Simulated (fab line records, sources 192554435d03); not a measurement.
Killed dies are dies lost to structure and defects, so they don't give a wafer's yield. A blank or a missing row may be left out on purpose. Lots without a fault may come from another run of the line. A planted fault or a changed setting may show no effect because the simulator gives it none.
One fault seen from 2 desks | flow n5_finfet | each desk has only its own numbers; what lay behind them comes last

THE METROLOGY DESK
What the gauges read, lot by lot, whatever tool the lot ran on: means of the sampled wafers that have a number. A lot is out of limits, marked OUT, if its mean lies more than 4 standard deviations from the usual mean; the brackets give that distance. Of its 10 readings 7 are shown: those that lie furthest out on some lot.
Columns: A = DIBL_P at N5_BEOL_M4_RC_MEAS_101, usual 36.2 mV/V; B = IOFF_N at N5_BEOL_M4_RC_MEAS_101, usual 0.16 nA/um; C = IOFF_P at N5_BEOL_M4_RC_MEAS_101, usual 0.21 nA/um; D = ION_P at N5_BEOL_M4_RC_MEAS_101, usual 463 uA/um; E = SS_N at N5_BEOL_M4_RC_MEAS_101, usual 71.6 mV/dec; F = SS_P at N5_BEOL_M4_RC_MEAS_101, usual 73.3 mV/dec; G = VT_P at N5_BEOL_M4_RC_MEAS_101, usual -251 mV
lot  | first seen here | A    | B    | C    | D   | E    | F    | G
L183 | day 9 23:12     | 34.6 | 0.15 | 0.17 | 455 | 71.6 | 73.0 | -255
L197 | day 12 11:07    | 36.0 | 0.15 | 0.24 | 466 | 71.5 | 73.2 | -247
L198 | day 13 20:56    | 37.4 | 0.17 | 0.22 | 466 | 72.0 | 73.9 | -249
L200 | day 13 23:37    | 35.4 | 0.16 | 0.21 | 461 | 71.5 | 72.8 | -248
L199 | day 14 02:40    | 33.1 | 0.13 | 0.16 | 457 | 70.6 | 72.7 | -255
This desk's finding: nothing out of limits on any of the 5 lots.

THE TOOL OWNER'S DESK: litho_track-04
The tool's own readings at N5_MOL_CONTACT_COAG_COAT_34 (resist thk 40 nm): means of the sampled wafers that have a number, for each lot that ran on this tool. A lot is out of limits, marked OUT, if its mean lies more than 4 standard deviations from the usual mean; the brackets give that distance.
Columns: A = spin_speed_rpm at N5_MOL_CONTACT_COAG_COAT_34, usual 1500.1 rpm
lot  | first seen here | A
L183 | day 6 16:31     | 1500.8
L197 | day 9 22:03     | 1586.5 (+86) OUT
L199 | day 10 10:02    | 1587.9 (+88) OUT
L200 | day 10 16:45    | 1587.2 (+87) OUT
This desk's finding: out of limits on L197, L199, L200; first on L197, day 9 22:03 (spin_speed_rpm at N5_MOL_CONTACT_COAG_COAT_34). In limits: L183.

PUT TOGETHER
The tool owner's desk could have raised an alarm at day 9 22:03, on L197, L199, L200.
The metrology desk saw nothing out of limits.
The metrology desk has L197, L199, L200 on record, within its limits.
Of the lots named, all ran N5_MOL_CONTACT_COAG_COAT_34 on litho_track-04.

WHAT THE SIMULATOR HAD PUT IN
Process parameter drift: litho_track-04, from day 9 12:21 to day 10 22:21, at N5_MOL_CONTACT_COAG_COAT_34. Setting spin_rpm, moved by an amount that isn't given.
Lots struck among those shown: L197, L199, L200.
Hours from the fault's start to each desk's first reading out of limits: the tool owner's desk, 10.
